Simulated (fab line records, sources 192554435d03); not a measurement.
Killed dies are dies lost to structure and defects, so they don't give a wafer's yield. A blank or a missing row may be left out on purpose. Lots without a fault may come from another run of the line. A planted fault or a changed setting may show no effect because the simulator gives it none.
Problem report in the 8D (eight disciplines) form, filled by code | flow n5_finfet | the parts of the form that need people (team, actions taken, sign-off) are left out

1. THE PROBLEM
spin_speed_rpm at N5_BEOL_M15_COAT_04 reads a mean of 1574.4 rpm on 6 wafers of 2 lots; wafers without a fault read 1704.3 rpm with a standard deviation of 1.1. That is -99 or more standard deviations from the usual mean.
The step: resist thk 800 nm.
First seen on wafer L570.3, day 15 12:04, on litho_track-01. The record holds 39 wafers of 13 lots with a number at this step. Rule for "out", or "out of limits": more than 4 standard deviations from the usual mean. The other wafers with a number count as sound.

2. WHAT IT IS AND WHAT IT IS NOT
question                    | is                     | is not
which readings at this step | spin_speed_rpm         | -
which lots                  | L570, L573             | L559, L560, L561, L562, L563, L575, L576, L577, L578, L579, L582
which wafers of those lots  | all that have a number | -
read on which tools         | litho_track-01         | litho_track-02, litho_track-03
when                        | from day 15 12:04      | up to then (15 sound wafers); but 18 sound wafers of L575, L576, L577, L578, L579, L582 came after

3. SUSPECTS, AND WHAT RULES EACH OUT
Counting: a tool at a process step up to the reading stays a suspect if it ran every lot that is out and no sound lot after the first of them.
- rtp_anneal-01 at N5_BEOL_M14_ANNEAL_48 (time 90 s): ruled out as a lasting fault. Sound lots L575, L577, L579, L578 ran on it after its first lot that is out, L570 (day 15 11:05).
- litho_track-01 at N5_BEOL_M15_COAT_04 (resist thk 800 nm): kept. It ran every lot that is out, first L570 (day 15 12:04), and no sound lot after that; its last sound lot up to then is L560 (day 11 18:11). Its own readings are out on those wafers: spin_speed_rpm.
Left after counting: litho_track-01 at N5_BEOL_M15_COAT_04.

4. THE CAUSE (what the simulator had put in)
Process parameter drift: litho_track-01, from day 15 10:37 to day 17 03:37, at N5_BEOL_M15_COAT_04. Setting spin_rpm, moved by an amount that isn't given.
Counting left only this tool.

5. THE CHAIN OF EFFECTS, in route order
Each row: a reading whose mean over the struck wafers that have a number lies more than 3 standard deviations from the usual. Only readings for which the record gives a usual standard deviation are gone through. hours: the time from each lot's start at the first step in this table that gives one to its start at this step, as a median over the lots. sigmas: the change in usual standard deviations.
hours | step                | reading        | usual      | on struck wafers | change | sigmas
0     | N5_BEOL_M15_COAT_04 | spin_speed_rpm | 1704.3 rpm | 1574.4           | -129.9 | -99 or more
The process steps in it:
- N5_BEOL_M15_COAT_04: resist thk 800 nm.

6. WHAT WOULD HAVE CAUGHT IT SOONER
In this record the first reading out of limits was taken at day 15 12:04, 1 hour after the fault began at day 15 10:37.
